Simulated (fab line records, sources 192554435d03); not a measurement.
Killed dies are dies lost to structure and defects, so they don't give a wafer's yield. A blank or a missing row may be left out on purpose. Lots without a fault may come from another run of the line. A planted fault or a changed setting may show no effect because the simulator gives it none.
Split-lot experiment | flow n5_finfet | 7 lots, 39 wafers read, on a route of 1938 steps

THE SPLIT
At N5_FIN_SAQP_HM_DEP_72 (deposits SiO2 from SiH4/N2O, target thk 12 nm, time 7.2 s), the setting target_thk_a was moved away from the recipe's 120 angstrom on 18 of the 39 wafers read, by -57.6% to +46.0%. The other wafers ran this setting at the recipe's value.

FROM THE SPLIT TO THE READING: what the file shows between them, 4 steps
- N5_FIN_SAQP_COAT_49: time 60 s, resist thk 100 nm
- N5_FIN_SAQP_COAT_50: time 60 s, resist thk 35 nm
- N5_FIN_SAQP_ETCH_52: etches SOC in N2/H2, target depth 100 nm, overetch 20 nm, time 150 s
- N5_FIN_SAQP_STRIP_53: strips in N2/H2

THE READING
etch.depth_nm (the simulator's own value, which no gauge read), in nm, at N5_FIN_SAQP_HM_OPEN_73 (chemistry CHF3/O2, target SiO2, stops on a-Si, target depth 12 nm, time 16.8 s). The file gives no usual value for it. The 21 wafers here that ran the recipe average 12.105 nm, standard deviation 0.28 nm.

wafer  | tool, chamber at the split | target_thk_a as run, angstrom | against the recipe | etch.depth_nm, nm | against lot-mates on the recipe
L077.1 | pecvd-02, 0                | 175.2                         | +46.0%             | 17.41             | +5.097
L077.2 | pecvd-02, 2                | 175.2                         | +46.0%             | 17.42             | +5.107
L077.3 | pecvd-02, 1                | 120                           | recipe             | 12.19             | -
L077.4 | pecvd-02, 1                | 120                           | recipe             | 12.37             | -
L077.5 | pecvd-02, 2                | 120                           | recipe             | 12.38             | -
L077.6 | pecvd-02, 0                | 175.2                         | +46.0%             | 17.5              | +5.187
L078.1 | pecvd-02, 0                | 158.1                         | +31.7%             | 15.66             | +3.377
L078.2 | pecvd-02, 1                | 158.1                         | +31.7%             | 16.02             | +3.737
L078.3 | pecvd-02, 2                | 158.1                         | +31.7%             | 15.77             | +3.487
L078.4 | pecvd-02, 0                | 120                           | recipe             | 12.14             | -
L078.5 | pecvd-02, 2                | 120                           | recipe             | 12.36             | -
L078.6 | pecvd-02, 1                | 120                           | recipe             | 12.35             | -
L079.3 | pecvd-01, 2                | 120                           | recipe             | 11.85             | -
L079.4 | pecvd-01, 1                | 120                           | recipe             | 12.6              | -
L079.5 | pecvd-01, 2                | 120                           | recipe             | 12.2              | -
L081.1 | pecvd-01, 1                | 120                           | recipe             | 12.11             | -
L081.2 | pecvd-01, 0                | 70.18                         | -41.5%             | 7.15              | -5.097
L081.3 | pecvd-01, 2                | 70.18                         | -41.5%             | 7.089             | -5.158
L081.4 | pecvd-01, 0                | 120                           | recipe             | 12.24             | -
L081.5 | pecvd-01, 1                | 70.18                         | -41.5%             | 7.459             | -4.788
L081.6 | pecvd-01, 2                | 120                           | recipe             | 12.39             | -
L086.1 | pecvd-03, 2                | 120                           | recipe             | 11.5              | -
L086.2 | pecvd-03, 0                | 120                           | recipe             | 11.74             | -
L086.3 | pecvd-03, 1                | 70.99                         | -40.8%             | 6.772             | -4.895
L086.4 | pecvd-03, 1                | 120                           | recipe             | 11.76             | -
L086.5 | pecvd-03, 2                | 70.99                         | -40.8%             | 6.725             | -4.942
L086.6 | pecvd-03, 0                | 70.99                         | -40.8%             | 6.929             | -4.738
L087.1 | pecvd-01, 1                | 120                           | recipe             | 12.19             | -
L087.2 | pecvd-01, 0                | 120                           | recipe             | 12.08             | -
L087.3 | pecvd-01, 2                | 120                           | recipe             | 12.12             | -
L087.4 | pecvd-01, 2                | 169.3                         | +41.1%             | 17.25             | +5.120
L087.5 | pecvd-01, 1                | 169.3                         | +41.1%             | 17.45             | +5.320
L087.6 | pecvd-01, 0                | 169.3                         | +41.1%             | 17.33             | +5.200
L096.1 | pecvd-03, 2                | 120                           | recipe             | 11.71             | -
L096.2 | pecvd-03, 1                | 120                           | recipe             | 11.76             | -
L096.3 | pecvd-03, 0                | 50.9                          | -57.6%             | 4.997             | -6.880
L096.4 | pecvd-03, 2                | 50.9                          | -57.6%             | 4.893             | -6.984
L096.5 | pecvd-03, 1                | 50.9                          | -57.6%             | 5.002             | -6.875
L096.6 | pecvd-03, 0                | 120                           | recipe             | 12.16             | -

THE FIT
A straight line over all 39 wafers: etch.depth_nm changes by +0.122 nm for each +1% of target_thk_a; r = +1.00; the points scatter about the line by 0.27 nm.
The same after taking each lot's own level away (the mean of its wafers on the recipe; 39 wafers): +0.119 nm for each +1%; r = +1.00; scatter 0.21 nm.
On that fit, the largest move of target_thk_a shifts the reading by 6.8 nm.
The lots' own levels span 11.6667 to 12.3133 nm, that is 2.3 times the standard deviation above.
So the lot-to-lot level changes the slope little: the two slopes agree.
Check: with one of the wafers moved furthest among these (-57.6%) left out of the fit, the line predicts -6.86 nm for it against its lot-mates. It came out at -6.88 nm against them.

THE WHOLE CHAIN: every reading that the file lists as answering this split, in the file's order
step                   | what it does                                                                   | reading                                                                            | change (the file's fit)               | r (the file's)
N5_FIN_SAQP_HM_DEP_72  | deposits SiO2 from SiH4/N2O, target thk 12 nm, time 7.2 s                      | SiO2_of_FIN_SAQP_HM_DEP_72.thk_nm (the simulator's own value, which no gauge read) | +0.119 nm for each +1% of the setting | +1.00
N5_FIN_SAQP_HM_OPEN_73 | chemistry CHF3/O2, target SiO2, stops on a-Si, target depth 12 nm, time 16.8 s | etch.depth_nm (the simulator's own value, which no gauge read)                     | +0.119 nm for each +1% of the setting | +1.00

THE FILE'S OWN FIT
etch.depth_nm changes by +0.119 nm for each +1% of target_thk_a, r = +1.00.
